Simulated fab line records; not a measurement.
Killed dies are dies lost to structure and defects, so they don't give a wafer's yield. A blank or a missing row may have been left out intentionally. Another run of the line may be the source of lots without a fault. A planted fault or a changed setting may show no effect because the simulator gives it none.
Chamber matching -- flow n5Finfet -- N5_BEOL_M7_CURE_74 on uvCure-03 has 3 sister chambers
The step cures SiCOH lowk, time 240 s. 6 wafers are shown with their chamber, then 12 later ones without.

WAFERS, EACH WITH ITS CHAMBER
wafer,chamber,wafer_temp_C_max,lampPowerPct (%)
L090.4,2,387.1,52.24
L090.6,2,387.0,52.28
L091.2,0,386.5,52.32
L091.4,0,386.9,52.28
L092.4,1,385.8,52.25
L092.6,1,385.8,52.31

WAFERS WHOSE CHAMBER IS MISSING
wafer,wafer_temp_C_max,lampPowerPct (%)
L092.2,385.7,52.26
L092.3,386.0,52.30
L092.5,386.0,52.30
L094.3,387.3,52.28
L094.4,387.5,52.40
L094.5,387.0,52.29
L097.1,386.9,52.30
L097.2,387.3,52.29
L097.3,386.6,52.24
L097.4,387.2,52.25
L097.5,386.6,52.30
L097.6,387.4,52.28

THE CHAMBER EACH PASSED THROUGH
wafer,from the rows above,in truth
L092.2,1,1
L092.3,1,1
L092.5,1,1
L094.3,2,2
L094.4,can't be placed: 2 or 0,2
L094.5,can't be placed: 2 or 0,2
L097.1,can't be placed: 0 or 2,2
L097.2,can't be placed: 2 or 0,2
L097.3,can't be placed: 0 or 2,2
L097.4,2,2
L097.5,0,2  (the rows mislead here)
L097.6,2,2
Correct placement for 6 of the 12. Not placeable from these rows: 5 (in 5, the candidates include the true chamber). Number placed wrongly: 1.
How it was worked out, from the rows above alone: a wafer's distance from a chamber is the root of the sum, over the readings, of the square of ((its reading less the chamber's mean) divided by the reading's scatter). The wafer belongs to the nearest chamber; if the next one is less than 2 further off, it can't be placed. For every chamber, the mean is computed from those of its wafers that are shown. How the scatter is found: for the shown wafers, subtract from each reading the mean of its chamber, square and add these, divide the total by (wafers less chambers), then take the root.
